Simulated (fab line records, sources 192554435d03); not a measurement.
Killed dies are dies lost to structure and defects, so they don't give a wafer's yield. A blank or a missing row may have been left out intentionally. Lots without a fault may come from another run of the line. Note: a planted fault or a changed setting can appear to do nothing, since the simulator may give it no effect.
fab line records	flow n5-finfet
record: lots: 24	wafers: 72	last-day: 20
route steps=1938 shown BEOL_M10@1515 BEOL_M11@1577
lots that met no fault: from a run of the same line without faults
start-h: the number of hours between the record's first day and the start of the first shown wafer of the lot	wait-h: hours elapsed since this lot's preceding step	" unchanged from the row above	L1.1+2: a single row standing in for several wafers	- no value, or no start was given	* or withheld: withheld	< > ~ a bound
route shown NAME@n: NAME is a module with steps in the file, n the number in the route of the first one	usual: mean and standard deviation over wafers with no fault	same: alike in all rows	chamber/n: place in a boat	sites: each site's reading	_std_site: standard deviation of those values	_edge_site: the outer-site mean with the inner-site mean subtracted	radius-mm: how far each site lies from the wafer's centre	mask NAME#n: copy n	behind: the tool/chamber that last shaped the wafer	hold: reason for holding the lot/hours on hold/outcome of the hold	device: whichever transistor did not switch (one of n, p or np)	end of line: the route-end tests of the same wafers	a step with no rows: only its recipe	killed: not the wafer's yield, but the dies lost to structure and defects at the first sort	map: a wafer's dies, marking killed ones x, the rest . and places with no die _
set.NAME: the run value of the setting; set.NAME@STEP: its run value at that earlier step	model.NAME: the simulator's own value behind a step, which no gauge read
one table for each step of the route and one row for each wafer, over a sample of lots
services: a tool's chamber out of use, with start hour (start-h, from the record's first day; less than 0 if before it), hours out, and reason
== steps ==
step: N5_BEOL_M10_OCD_MEAS_38
usual: trench-depth-nm: 148.2/2.2
lot.wafer	tool	chamber	start-h	wait-h	trench-depth-nm
L074.1	ocd-01	-	245.90	-	146.7
L074.3	"	-	"	"	151.0
L074.5	"	-	"	"	151.7
L079.1	ocd-02	-	251.29	-	150.6
L079.3	"	-	"	"	145.1
L079.5	"	-	"	"	146.3
L077.2	ocd-02	-	255.30	-	148.6
L077.5	"	-	"	"	147.5
L077.6	"	-	"	"	147.4
L076.1	ocd-02	-	255.75	-	145.8
L076.2	"	-	"	"	149.7
L076.4	"	-	"	"	149.5
L075.2	ocd-02	-	258.52	-	147.6
L075.3	"	-	"	"	149.0
L075.6	"	-	"	"	147.8
L078.1	ocd-02	-	267.86	-	148.4
L078.4	"	-	"	"	148.3
L078.6	"	-	"	"	147.4
L080.1	ocd-02	-	278.19	-	149.4
L080.3	"	-	"	"	150.6
L080.5	"	-	"	"	148.4
L081.2	ocd-01	-	282.14	-	148.6
L081.5	"	-	"	"	149.2
L081.6	"	-	"	"	143.5
L082.2	ocd-01	-	302.61	-	146.3
L082.3	"	-	"	"	146.6
L082.5	"	-	"	"	143.6
L085.2	ocd-02	-	307.37	-	144.7
L085.3	"	-	"	"	146.0
L085.4	"	-	"	"	148.4
L084.2	ocd-01	-	340.39	-	147.7
L084.4	"	-	"	"	144.2
L084.5	"	-	"	"	147.3
L086.2	ocd-01	-	343.53	-	143.2
L086.3	"	-	"	"	149.3
L086.4	"	-	"	"	149.4
L089.2	ocd-02	-	350.28	-	148.3
L089.3	"	-	"	"	149.0
L089.5	"	-	"	"	149.5
L083.3	ocd-02	-	353.80	-	148.8
L083.4	"	-	"	"	147.6
L083.5	"	-	"	"	147.7
L088.1	ocd-02	-	356.69	-	149.1
L088.2	"	-	"	"	144.3
L088.4	"	-	"	"	149.2
L087.1	ocd-01	-	361.27	-	151.4
L087.4	"	-	"	"	148.6
L087.6	"	-	"	"	151.1
L090.2	ocd-02	-	365.69	-	149.1
L090.3	"	-	"	"	151.1
L090.6	"	-	"	"	146.6
L093.3	ocd-01	-	384.11	-	143.8
L093.4	"	-	"	"	147.1
L093.5	"	-	"	"	152.3
L092.1	ocd-02	-	386.26	-	146.0
L092.2	"	-	"	"	147.3
L092.6	"	-	"	"	148.1
L091.1	ocd-02	-	390.30	-	148.5
L091.3	"	-	"	"	145.7
L091.6	"	-	"	"	146.5
L094.1	ocd-02	-	392.13	-	147.9
L094.2	"	-	"	"	147.2
L094.3	"	-	"	"	147.4
L097.1	ocd-01	-	401.83	-	147.0
L097.2	"	-	"	"	147.6
L097.5	"	-	"	"	147.2
L095.4	ocd-02	-	402.30	-	148.9
L095.5	"	-	"	"	149.0
L095.6	"	-	"	"	150.5
L096.2	ocd-01	-	418.24	-	150.0
L096.3	"	-	"	"	148.9
L096.6	"	-	"	"	149.1
step: N5_BEOL_M10_CURE_72
recipe: temp-c: 370	time-s: 120	ambient: DMADMS/He	material: SiCOH_lowk
usual: lamp-power-pct: 52.31/0.056	wafer_temp_C_max: 371.6/0.6
lot.wafer	tool	chamber	start-h	wait-h	lamp-power-pct	wafer_temp_C_max
L074.1	uv-cure-01	0	246.09	0.0	52.28	371.8
L074.3	"	0	"	"	52.33	371.9
L074.5	"	0	"	"	52.22	371.7
L079.1	uv-cure-03	0	251.48	0.0	52.25	371.2
L079.3	"	0	"	"	52.35	371.0
L079.5	"	0	"	"	52.28	371.1
L077.2	uv-cure-03	0	255.54	0.1	52.32	371.3
L077.5	"	0	"	"	52.36	371.2
L077.6	"	0	"	"	52.33	371.7
L076.1	uv-cure-01	2	256.26	0.4	52.31	371.9
L076.2	"	2	"	"	52.30	371.8
L076.4	"	2	"	"	52.22	371.6
L075.2	uv-cure-03	1	258.76	0.1	52.25	371.0
L075.3	"	1	"	"	52.25	370.9
L075.6	"	1	"	"	52.30	371.1
L078.1	uv-cure-02	1	268.05	0.0	52.20	372.1
L078.4	"	1	"	"	52.26	372.4
L078.6	"	1	"	"	52.21	372.2
L080.1	uv-cure-02	2	278.39	0.0	52.32	372.4
L080.3	"	2	"	"	52.32	371.3
L080.5	"	2	"	"	52.22	372.3
L081.2	uv-cure-02	0	282.39	0.1	52.23	370.9
L081.5	"	0	"	"	52.31	371.0
L081.6	"	0	"	"	52.35	371.1
L082.2	uv-cure-01	2	302.85	0.1	52.36	371.1
L082.3	"	2	"	"	52.26	371.7
L082.5	"	2	"	"	52.18	371.7
L085.2	uv-cure-01	2	307.61	0.1	52.27	370.8
L085.3	"	2	"	"	52.39	371.3
L085.4	"	2	"	"	52.34	371.1
L084.2	uv-cure-01	2	340.68	0.1	52.29	371.3
L084.4	"	2	"	"	52.38	371.3
L084.5	"	2	"	"	52.40	371.1
L086.2	uv-cure-02	0	343.78	0.1	52.28	371.5
L086.3	"	0	"	"	52.34	371.4
L086.4	"	0	"	"	52.28	371.5
L089.2	uv-cure-03	1	350.70	0.3	52.36	371.1
L089.3	"	1	"	"	52.32	371.6
L089.5	"	1	"	"	52.36	371.4
L083.3	uv-cure-03	0	354.09	0.1	52.36	371.7
L083.4	"	0	"	"	52.31	371.1
L083.5	"	0	"	"	52.38	371.8
L088.1	uv-cure-01	1	357.03	0.2	52.31	371.5
L088.2	"	1	"	"	52.31	371.3
L088.4	"	1	"	"	52.31	371.4
L087.1	uv-cure-01	0	361.47	0.0	52.37	371.8
L087.4	"	0	"	"	52.29	372.9
L087.6	"	0	"	"	52.23	371.7
L090.2	uv-cure-01	1	365.94	0.1	52.40	371.7
L090.3	"	1	"	"	52.25	371.4
L090.6	"	1	"	"	52.34	371.7
L093.3	uv-cure-02	0	384.45	0.2	52.27	371.4
L093.4	"	0	"	"	52.29	371.7
L093.5	"	0	"	"	52.36	371.3
L092.1	uv-cure-02	1	386.49	0.1	52.25	371.6
L092.2	"	1	"	"	52.37	371.7
L092.6	"	1	"	"	52.32	373.2
L091.1	uv-cure-03	0	390.50	0.0	52.27	371.7
L091.3	"	0	"	"	52.14	371.6
L091.6	"	0	"	"	52.36	370.6
L094.1	uv-cure-02	0	392.32	0.0	52.35	371.3
L094.2	"	0	"	"	52.28	371.9
L094.3	"	0	"	"	52.32	371.4
L097.1	uv-cure-02	1	402.02	0.0	52.37	373.3
L097.2	"	1	"	"	52.30	372.6
L097.5	"	1	"	"	52.32	373.4
L095.4	uv-cure-02	1	402.65	0.2	52.34	372.8
L095.5	"	1	"	"	52.36	372.8
L095.6	"	1	"	"	52.43	371.7
L096.2	uv-cure-03	0	418.80	0.4	52.34	370.8
L096.3	"	0	"	"	52.31	371.1
L096.6	"	0	"	"	52.28	371.8
step: N5_BEOL_M11_STRIP_36
recipe: chemistry: N2/H2	power-w: 450	temp-c: 40	pressure-mtorr: 20	rf-frequency-hz: 6e+07	overash-fraction: 0.3	bias-power-w: 7	h2-frac: 0.5	n2-flow-sccm: 200	h2-flow-sccm: 200
usual: drypump-motor-current-A: 5.7/0.47	h2-flow-sccm: 200.1/0.65	oes-product-au: 0.81/0.083	rf-vpp-V: 59.3/1.7	showerhead-plenum-p-Torr: 2.55/0.097	throttle-valve-pct: 23.60/0.19
same: overash-fraction: 0.3
lot.wafer	tool	chamber	start-h	wait-h	drypump-motor-current-A	h2-flow-sccm	oes-product-au	rf-hours-counter-h	rf-vpp-V	showerhead-plenum-p-Torr	throttle-valve-pct
L074.1	rie-diel-02	2	255.06	0.0	6.0	199.4	0.73	188	56.1	2.62	23.56
L074.3	"	3	"	"	5.8	199.4	0.77	115	59.6	2.45	23.97
L074.5	"	3	"	"	5.8	199.8	0.77	-	60.1	2.46	23.95
L079.1	rie-diel-02	0	259.46	0.0	5.6	200.0	0.87	47	57.6	2.47	23.52
L079.3	"	2	"	"	6.0	200.4	0.71	190	60.0	2.62	23.52
L079.5	"	0	"	"	5.7	201.0	0.87	-	57.9	2.47	23.49
L077.2	rie-diel-02	3	261.61	0.0	5.8	200.8	0.76	118	58.8	2.45	23.96
L077.5	"	1	"	"	6.4	200.4	0.87	-	58.7	2.58	23.63
L077.6	"	0	"	"	5.6	199.8	0.87	-	54.5	2.47	23.48
L076.1	rie-diel-06	3	261.77	0.0	5.5	200.3	0.68	224	59.0	2.52	23.87
L076.2	"	0	"	"	5.2	199.4	0.89	32	60.0	2.48	23.46
L076.4	"	1	"	"	5.6	201.0	0.69	233	58.7	2.61	24.10
L075.2	rie-diel-03	0	268.00	0.0	4.7	199.1	0.79	70	56.9	2.47	23.33
L075.3	"	3	"	"	5.5	200.1	0.85	43	59.0	2.70	23.43
L075.6	"	3	"	"	5.5	201.3	0.87	-	59.9	2.70	23.45
L078.1	rie-diel-02	0	275.51	0.0	5.7	199.5	0.86	52	60.3	2.47	23.47
L078.4	"	2	"	"	6.0	199.8	0.71	194	60.1	2.62	23.53
L078.6	"	3	"	"	5.8	199.6	0.76	-	60.1	2.45	23.93
L080.1	rie-diel-02	0	284.98	0.0	5.6	200.4	0.86	55	58.9	2.47	23.50
L080.3	"	2	"	"	6.0	199.7	0.72	197	57.4	2.62	23.51
L080.5	"	3	"	"	5.8	199.5	0.76	-	57.8	2.45	23.95
L081.2	rie-diel-03	2	289.33	0.0	5.3	200.2	0.92	20	59.2	2.70	23.57
L081.5	"	3	"	"	5.5	201.2	0.86	-	59.2	2.69	23.49
L081.6	"	0	"	"	4.7	200.1	0.81	-	59.6	2.46	23.36
L082.2	rie-diel-02	0	312.57	0.0	5.6	198.8	0.85	62	57.8	2.47	23.52
L082.3	"	3	"	"	5.8	200.1	0.75	133	61.7	2.45	23.98
L082.5	"	2	"	"	6.0	198.7	0.70	-	60.4	2.61	23.59
L085.2	rie-diel-03	3	315.93	0.0	5.5	201.0	0.85	60	59.7	2.69	23.45
L085.3	"	2	"	"	5.4	200.0	0.92	26	60.6	2.70	23.60
L085.4	"	0	"	"	4.8	200.8	0.79	86	59.0	2.46	23.35
L084.2	rie-diel-03	1	347.02	0.0	6.0	199.5	0.96	11	59.8	2.60	23.68
L084.4	"	2	"	"	5.4	200.1	0.90	34	57.5	2.69	23.59
L084.5	"	1	"	"	6.1	199.8	0.94	-	60.9	2.60	23.73
L086.2	rie-diel-03	2	349.93	0.0	5.3	200.9	0.90	34	59.8	2.69	23.63
L086.3	"	1	"	"	6.1	200.5	0.96	12	61.0	2.60	23.68
L086.4	"	0	"	"	4.7	201.3	0.77	94	58.1	2.46	23.38
L089.2	rie-diel-03	1	356.26	0.0	6.0	200.7	0.96	13	59.5	2.59	23.73
L089.3	"	2	"	"	5.3	201.5	0.89	36	59.2	2.69	23.62
L089.5	"	2	"	"	5.3	200.8	0.91	-	59.3	2.69	23.59
L083.3	rie-diel-02	1	361.05	0.0	6.3	199.6	0.84	63	60.5	2.57	23.64
L083.4	"	2	"	"	6.0	199.6	0.70	218	59.7	2.61	23.62
L083.5	"	1	"	"	6.3	199.9	0.82	-	60.2	2.57	23.65
L088.1	rie-diel-02	3	365.46	0.0	5.8	199.6	0.73	146	57.1	2.44	23.97
L088.2	"	1	"	"	6.3	200.2	0.84	64	62.4	2.57	23.67
L088.4	"	2	"	"	6.0	199.9	0.69	219	59.9	2.61	23.54
L087.1	rie-diel-03	2	367.88	0.0	5.3	200.6	0.89	39	61.8	2.69	23.64
L087.4	"	3	"	"	5.5	201.4	0.83	71	59.7	2.69	23.49
L087.6	"	1	"	"	6.0	200.5	0.94	-	62.1	2.59	23.75
L090.2	rie-diel-03	2	372.58	0.0	5.3	199.7	0.88	40	62.1	2.69	23.59
L090.3	"	1	"	"	6.1	200.5	0.94	17	61.6	2.59	23.71
L090.6	"	0	"	"	4.8	199.9	0.78	-	60.1	2.46	23.38
L093.3	rie-diel-02	2	391.92	0.0	6.0	201.3	0.69	227	58.3	2.60	23.56
L093.4	"	3	"	"	5.8	199.7	0.72	155	59.4	2.44	24.00
L093.5	"	2	"	"	6.0	200.8	0.69	-	60.3	2.60	23.59
L092.1	rie-diel-03	2	395.00	0.0	5.3	200.3	0.86	48	58.0	2.69	23.64
L092.2	"	0	"	"	4.7	199.7	0.77	109	61.1	2.45	23.37
L092.6	"	3	"	"	5.6	200.4	0.82	-	61.0	2.68	23.50
L091.1	rie-diel-06	0	401.63	0.0	5.2	200.3	0.84	68	58.6	2.46	23.46
L091.3	"	1	"	"	5.6	199.3	0.99	1	59.8	2.60	23.75
L091.6	"	2	"	"	6.4	198.8	0.70	-	60.2	2.40	23.42
L094.1	rie-diel-06	2	402.09	0.0	6.5	200.1	0.71	215	57.9	2.40	23.41
L094.2	"	1	"	"	5.6	199.0	0.99	1	59.1	2.60	23.72
L094.3	"	0	"	"	5.2	200.2	0.85	68	61.4	2.46	23.48
L097.1	rie-diel-06	0	408.82	0.0	5.2	200.5	0.84	71	56.4	2.46	23.46
L097.2	"	2	"	"	6.5	201.0	0.70	218	58.6	2.40	23.41
L097.5	"	1	"	"	5.6	199.7	0.98	-	59.3	2.60	23.76
L095.4	rie-diel-02	1	412.04	0.0	6.4	200.1	0.83	79	61.2	2.56	23.68
L095.5	"	1	"	"	6.3	200.2	0.83	-	59.6	2.56	23.67
L095.6	"	2	"	"	6.1	200.1	0.70	-	59.8	2.60	23.59
L096.2	rie-diel-02	0	427.03	0.0	5.7	199.7	0.82	97	62.0	2.45	23.54
L096.3	"	2	"	"	6.1	199.4	0.69	239	59.1	2.60	23.64
L096.6	"	0	"	"	5.6	200.7	0.80	-	58.1	2.45	23.55
step: N5_BEOL_M11_STRIP_77
recipe: chemistry: N2/H2	time-s: 10	power-w: 450	temp-c: 40	pressure-mtorr: 20	rf-frequency-hz: 6e+07	bias-power-w: 7	n2-flow-sccm: 200	h2-flow-sccm: 200
usual: drypump-motor-current-A: 5.7/0.47	h2-flow-sccm: 200.0/0.67	oes-product-au: 0.81/0.084	rf-vpp-V: 59.3/0.86	showerhead-plenum-p-Torr: 2.55/0.097	throttle-valve-pct: 23.60/0.19
lot.wafer	tool	chamber	start-h	wait-h	drypump-motor-current-A	h2-flow-sccm	oes-product-au	rf-hours-counter-h	rf-vpp-V	showerhead-plenum-p-Torr	throttle-valve-pct
L074.1	rie-diel-02	2	-	-	6.0	198.9	0.72	188	59.1	2.62	23.56
L074.3	"	3	"	"	5.8	200.7	0.76	115	58.6	2.45	23.93
L074.5	"	3	"	"	5.8	200.5	0.77	-	57.2	2.46	23.94
L079.1	rie-diel-02	0	-	-	5.6	199.2	0.87	47	58.8	2.47	23.49
L079.3	"	2	"	"	6.0	201.3	0.72	190	59.0	2.62	23.55
L079.5	"	0	"	"	5.6	200.1	0.88	-	60.4	2.47	23.49
L077.2	rie-diel-02	3	-	-	5.8	200.3	0.75	118	60.5	2.45	23.94
L077.5	"	1	"	"	6.3	199.2	0.88	-	60.0	2.58	23.63
L077.6	"	0	"	"	5.6	200.6	0.88	-	57.5	2.47	23.48
L076.1	rie-diel-06	3	-	-	5.4	200.4	0.69	224	59.8	2.52	23.86
L076.2	"	0	"	"	5.2	199.7	0.89	32	58.5	2.48	23.44
L076.4	"	1	"	"	5.6	199.5	0.70	233	59.9	2.61	24.11
L075.2	rie-diel-03	0	-	-	4.8	200.1	0.80	70	58.5	2.47	23.33
L075.3	"	3	"	"	5.5	199.6	0.86	44	60.8	2.70	23.44
L075.6	"	3	"	"	5.5	199.5	0.87	-	58.6	2.70	23.45
L078.1	rie-diel-02	0	-	-	5.6	200.6	0.86	52	59.0	2.47	23.49
L078.4	"	2	"	"	6.0	199.5	0.72	194	58.1	2.62	23.57
L078.6	"	3	"	"	5.8	199.6	0.75	-	59.0	2.45	23.96
L080.1	rie-diel-02	0	-	-	5.6	200.0	0.86	55	58.5	2.47	23.49
L080.3	"	2	"	"	6.0	200.6	0.71	197	60.7	2.62	23.58
L080.5	"	3	"	"	5.8	199.3	0.75	-	58.5	2.45	23.96
L081.2	rie-diel-03	2	-	-	5.3	198.2	0.93	20	60.5	2.70	23.60
L081.5	"	3	"	"	5.5	200.2	0.86	-	60.5	2.69	23.45
L081.6	"	0	"	"	4.8	199.4	0.80	-	60.6	2.46	23.35
L082.2	rie-diel-02	0	-	-	5.7	199.8	0.86	62	58.7	2.47	23.50
L082.3	"	3	"	"	5.8	201.5	0.75	133	57.5	2.45	23.98
L082.5	"	2	"	"	6.0	200.2	0.71	-	59.6	2.61	23.56
L085.2	rie-diel-03	3	-	-	5.5	201.7	0.85	60	59.6	2.69	23.47
L085.3	"	2	"	"	5.3	199.5	0.90	26	59.6	2.70	23.61
L085.4	"	0	"	"	4.8	200.4	0.78	86	59.1	2.46	23.35
L084.2	rie-diel-03	1	-	-	6.0	198.6	0.97	11	59.7	2.60	23.72
L084.4	"	2	"	"	5.3	200.1	0.90	34	59.7	2.69	23.62
L084.5	"	1	"	"	5.9	200.3	0.97	-	59.5	2.60	23.71
L086.2	rie-diel-03	2	-	-	5.3	201.1	0.89	34	60.4	2.69	23.60
L086.3	"	1	"	"	6.1	200.0	0.95	12	60.1	2.60	23.70
L086.4	"	0	"	"	4.8	200.5	0.77	95	58.8	2.46	23.36
L089.2	rie-diel-03	1	-	-	6.1	200.5	0.96	13	58.8	2.59	23.73
L089.3	"	2	"	"	5.3	200.2	0.89	37	59.4	2.69	23.61
L089.5	"	2	"	"	5.4	201.0	0.89	-	58.3	2.69	23.63
L083.3	rie-diel-02	1	-	-	6.3	200.6	0.85	63	57.9	2.57	23.67
L083.4	"	2	"	"	6.0	199.4	0.70	218	60.3	2.61	23.59
L083.5	"	1	"	"	6.3	200.3	0.84	-	59.4	2.57	23.65
L088.1	rie-diel-02	3	-	-	5.8	199.8	0.74	146	59.4	2.44	23.97
L088.2	"	1	"	"	6.3	199.7	0.83	64	57.9	2.57	23.66
L088.4	"	2	"	"	6.0	199.9	0.69	219	59.0	2.61	23.59
L087.1	rie-diel-03	2	-	-	5.3	199.8	0.89	39	59.4	2.69	23.61
L087.4	"	3	"	"	5.5	200.1	0.84	71	59.4	2.69	23.46
L087.6	"	1	"	"	6.0	199.3	0.95	-	60.6	2.59	23.71
L090.2	rie-diel-03	2	-	-	5.3	200.4	0.88	40	60.7	2.69	23.62
L090.3	"	1	"	"	6.1	200.2	0.94	18	60.5	2.59	23.70
L090.6	"	0	"	"	4.8	199.6	0.78	-	59.4	2.46	23.36
L093.3	rie-diel-02	2	-	-	6.0	201.2	0.70	227	59.3	2.60	23.59
L093.4	"	3	"	"	5.8	201.5	0.73	155	58.7	2.44	24.00
L093.5	"	2	"	"	6.1	199.6	0.69	-	58.6	2.60	23.61
L092.1	rie-diel-03	2	-	-	5.3	199.9	0.88	48	60.1	2.69	23.62
L092.2	"	0	"	"	4.7	199.3	0.76	109	59.3	2.45	23.38
L092.6	"	3	"	"	5.5	200.0	0.84	-	60.2	2.68	23.47
L091.1	rie-diel-06	0	-	-	5.2	198.7	0.84	68	59.1	2.46	23.50
L091.3	"	1	"	"	5.6	201.1	1.00	1	58.8	2.60	23.73
L091.6	"	2	"	"	6.5	199.0	0.71	-	56.9	2.40	23.40
L094.1	rie-diel-06	2	-	-	6.5	200.1	0.70	215	58.7	2.40	23.42
L094.2	"	1	"	"	5.6	199.9	1.00	1	59.2	2.60	23.73
L094.3	"	0	"	"	5.2	199.6	0.85	68	59.6	2.46	23.49
L097.1	rie-diel-06	0	-	-	5.2	200.3	0.84	71	60.0	2.46	23.48
L097.2	"	2	"	"	6.4	199.9	0.70	218	58.3	2.40	23.41
L097.5	"	1	"	"	5.6	200.2	0.98	-	59.8	2.60	23.73
L095.4	rie-diel-02	1	-	-	6.4	198.8	0.82	79	58.5	2.56	23.71
L095.5	"	1	"	"	6.3	198.0	0.82	-	58.4	2.56	23.69
L095.6	"	2	"	"	6.0	200.2	0.68	-	59.3	2.60	23.61
L096.2	rie-diel-02	0	-	-	5.6	200.3	0.81	97	59.6	2.45	23.55
L096.3	"	2	"	"	6.0	200.0	0.68	239	60.7	2.60	23.62
L096.6	"	0	"	"	5.6	200.2	0.81	-	59.9	2.45	23.54
step: N5_BEOL_M11_ALD_74
recipe: material: TaN	target-thk-a: 20	temp-c: 275	ald-precursor-family: PDMAT	ald-co-reactant: NH3	pressure-torr: 3	carrier-flow-sccm: 1500	pulse-time-s: 2	purge-time-s: 3	co-reactant-purge-time-s: 2	co-reactant-pulse-time-s: 3	ald-cycles: 40	precursor-vessel-temp-c: 75	precursor-vessel-pressure-torr: 26.25	precursor-vessel-carrier-sccm: 1000
usual: heater-power-w: 407/56	precursor-vessel-temp-c: 75.00/0.13	susceptor-temp-C: 274.97/0.2
lot.wafer	tool	chamber	start-h	wait-h	heater-power-w	precursor-vessel-temp-c	susceptor-temp-C
L074.1	ald-metal-04	1	255.93	0.1	520	75.10	274.83
L074.3	"	2	"	"	416	74.94	275.25
L074.5	"	1	"	"	496	75.10	274.93
L079.1	ald-metal-03	0	260.85	0.0	478	74.89	274.89
L079.3	"	1	"	"	354	75.02	275.32
L079.5	"	1	"	"	361	75.04	275.17
L077.2	ald-metal-04	3	262.56	0.0	375	75.01	274.92
L077.5	"	3	"	"	373	75.16	275.05
L077.6	"	2	"	"	401	75.04	274.91
L076.1	ald-metal-01	0	262.67	0.1	481	75.10	274.81
L076.2	"	2	"	"	433	75.04	274.90
L076.4	"	0	"	"	467	74.91	274.93
L075.2	ald-metal-04	0	268.87	0.0	338	74.88	274.99
L075.3	"	3	"	"	384	74.77	274.77
L075.6	"	3	"	"	373	75.15	274.76
L078.1	ald-metal-01	0	276.57	0.3	486	74.95	275.20
L078.4	"	2	"	"	435	75.13	275.25
L078.6	"	1	"	"	348	75.15	274.76
L080.1	ald-metal-04	2	286.45	0.0	416	74.95	274.47
L080.3	"	0	"	"	338	75.01	274.84
L080.5	"	2	"	"	411	74.85	274.80
L081.2	ald-metal-03	3	290.35	0.0	360	75.06	275.16
L081.5	"	2	"	"	417	75.03	274.93
L081.6	"	3	"	"	364	75.00	275.23
L082.2	ald-metal-04	2	313.60	0.2	423	75.08	275.03
L082.3	"	0	"	"	346	75.00	274.96
L082.5	"	0	"	"	342	75.03	274.93
L085.2	ald-metal-04	2	316.77	0.0	407	74.97	274.83
L085.3	"	1	"	"	507	74.88	275.29
L085.4	"	0	"	"	332	75.13	275.08
L084.2	ald-metal-04	0	348.36	0.1	335	75.10	274.84
L084.4	"	1	"	"	513	74.96	274.92
L084.5	"	0	"	"	345	74.85	274.90
L086.2	ald-metal-04	2	350.82	0.0	418	75.19	275.22
L086.3	"	3	"	"	370	75.17	274.89
L086.4	"	0	"	"	338	74.98	275.12
L089.2	ald-metal-01	3	357.14	0.1	420	74.77	274.80
L089.3	"	2	"	"	440	74.76	274.82
L089.5	"	0	"	"	478	75.13	274.82
L083.3	ald-metal-01	3	362.10	0.2	418	74.86	275.30
L083.4	"	2	"	"	425	75.04	275.22
L083.5	"	2	"	"	437	75.08	275.11
L088.1	ald-metal-03	2	366.61	0.0	411	74.92	275.28
L088.2	"	1	"	"	358	74.92	274.84
L088.4	"	2	"	"	419	75.00	275.22
L087.1	ald-metal-04	1	369.52	0.0	523	74.76	274.84
L087.4	"	2	"	"	413	75.09	274.90
L087.6	"	0	"	"	334	74.99	275.13
L090.2	ald-metal-01	1	374.09	0.1	333	74.88	275.01
L090.3	"	2	"	"	428	74.87	275.13
L090.6	"	1	"	"	336	74.82	275.19
L093.3	ald-metal-04	1	393.30	0.3	509	75.05	275.03
L093.4	"	2	"	"	410	74.68	274.99
L093.5	"	3	"	"	374	75.13	274.74
L092.1	ald-metal-01	3	396.53	0.0	424	75.14	274.71
L092.2	"	1	"	"	348	74.92	274.84
L092.6	"	3	"	"	416	74.86	275.03
L091.1	ald-metal-04	0	403.03	0.0	339	75.11	274.71
L091.3	"	3	"	"	383	75.21	274.94
L091.6	"	3	"	"	382	74.95	274.93
L094.1	ald-metal-01	0	403.10	0.0	481	75.28	275.27
L094.2	"	2	"	"	432	75.13	275.10
L094.3	"	3	"	"	419	74.88	274.74
L097.1	ald-metal-01	2	410.15	0.0	435	75.08	275.14
L097.2	"	1	"	"	343	74.99	274.88
L097.5	"	3	"	"	420	75.07	275.00
L095.4	ald-metal-03	1	412.99	0.0	348	75.09	274.97
L095.5	"	2	"	"	410	74.78	275.06
L095.6	"	1	"	"	347	75.29	274.87
L096.2	ald-metal-04	3	428.69	0.3	382	74.86	274.74
L096.3	"	1	"	"	517	75.04	274.85
L096.6	"	3	"	"	387	74.80	275.02
step: N5_BEOL_M11_THK_MEAS_53
recipe: thk-meas-gauge: xrf	reads: Cu_of_BEOL_M11_ECD_50
usual: M11_THK: 137.9/2
lot.wafer	tool	chamber	start-h	wait-h	M11_THK[nm]
L074.1	film-metro-02	-	257.39	-	137.7
L074.3	"	-	"	"	139.3
L074.5	"	-	"	"	137.0
L079.1	film-metro-01	-	262.36	-	139.0
L079.3	"	-	"	"	135.6
L079.5	"	-	"	"	138.0
L077.2	film-metro-02	-	263.98	-	137.1
L077.5	"	-	"	"	137.6
L077.6	"	-	"	"	138.1
L076.1	film-metro-02	-	264.20	-	135.8
L076.2	"	-	"	"	135.7
L076.4	"	-	"	"	134.4
L075.2	film-metro-02	-	270.60	-	137.4
L075.3	"	-	"	"	139.0
L075.6	"	-	"	"	140.3
L078.1	film-metro-02	-	279.45	-	136.7
L078.4	"	-	"	"	135.8
L078.6	"	-	"	"	135.9
L080.1	film-metro-01	-	288.13	-	139.6
L080.3	"	-	"	"	136.6
L080.5	"	-	"	"	139.7
L081.2	film-metro-01	-	292.20	-	140.7
L081.5	"	-	"	"	138.9
L081.6	"	-	"	"	139.5
L082.2	film-metro-02	-	316.81	-	137.0
L082.3	"	-	"	"	136.8
L082.5	"	-	"	"	135.6
L085.2	film-metro-01	-	318.05	-	135.8
L085.3	"	-	"	"	136.9
L085.4	"	-	"	"	134.9
L084.2	film-metro-01	-	351.15	-	144.2
L084.4	"	-	"	"	140.8
L084.5	"	-	"	"	142.6
L086.2	film-metro-01	-	352.12	-	139.0
L086.3	"	-	"	"	142.9
L086.4	"	-	"	"	136.7
L089.2	film-metro-02	-	358.55	-	139.8
L089.3	"	-	"	"	140.6
L089.5	"	-	"	"	139.5
L083.3	film-metro-02	-	363.92	-	137.1
L083.4	"	-	"	"	137.7
L083.5	"	-	"	"	137.5
L088.1	film-metro-01	-	368.72	-	138.4
L088.2	"	-	"	"	138.0
L088.4	"	-	"	"	136.9
L087.1	film-metro-02	-	370.92	-	140.4
L087.4	"	-	"	"	136.4
L087.6	"	-	"	"	140.8
L090.2	film-metro-01	-	375.66	-	137.9
L090.3	"	-	"	"	141.4
L090.6	"	-	"	"	132.4
L093.3	film-metro-02	-	394.98	-	135.9
L093.4	"	-	"	"	137.8
L093.5	"	-	"	"	135.9
L092.1	film-metro-01	-	397.82	-	140.0
L092.2	"	-	"	"	135.6
L092.6	"	-	"	"	137.8
L094.1	film-metro-02	-	404.47	-	138.2
L094.2	"	-	"	"	139.8
L094.3	"	-	"	"	138.2
L091.1	film-metro-01	-	404.92	-	139.1
L091.3	"	-	"	"	141.1
L091.6	"	-	"	"	139.7
L097.1	film-metro-02	-	413.22	-	138.2
L097.2	"	-	"	"	137.2
L097.5	"	-	"	"	140.6
L095.4	film-metro-02	-	414.53	-	137.1
L095.5	"	-	"	"	136.8
L095.6	"	-	"	"	135.3
L096.2	film-metro-02	-	430.18	-	139.8
L096.3	"	-	"	"	138.5
L096.6	"	-	"	"	139.1
== services ==
tool	chamber	start-h	hours	kind
uv-cure-02	-	231.71	22.2	pm
uv-cure-03	-	234.91	7.5	pm
rie-diel-06	3	252.54	2.8	repair
ald-metal-01	3	259.70	3.6	repair
rie-diel-03	1	260.48	6.6	repair
uv-cure-01	-	273.85	6.0	pm
uv-cure-01	-	279.85	1.0	pm
ald-metal-01	1	289.58	29.9	repair
uv-cure-01	-	294.23	7.5	pm
ald-metal-01	3	315.96	1.6	repair
rie-diel-03	3	318.68	3.2	repair
rie-diel-06	3	326.10	3.0	repair
ald-metal-01	2	343.01	6.1	repair
ald-metal-04	-	345.61	1.3	repair
uv-cure-03	-	377.38	2.1	pm
rie-diel-03	2	381.01	1.2	repair
rie-diel-02	-	383.04	0.7	repair
rie-diel-06	-	385.21	14.6	pm
rie-diel-03	1	388.62	8.8	repair
uv-cure-02	-	399.85	1.7	repair
uv-cure-03	-	403.23	0.6	repair
uv-cure-01	-	411.17	14.0	repair
uv-cure-02	-	418.12	1.2	repair
ald-metal-01	-	423.44	1.0	repair
== key ==
fault none
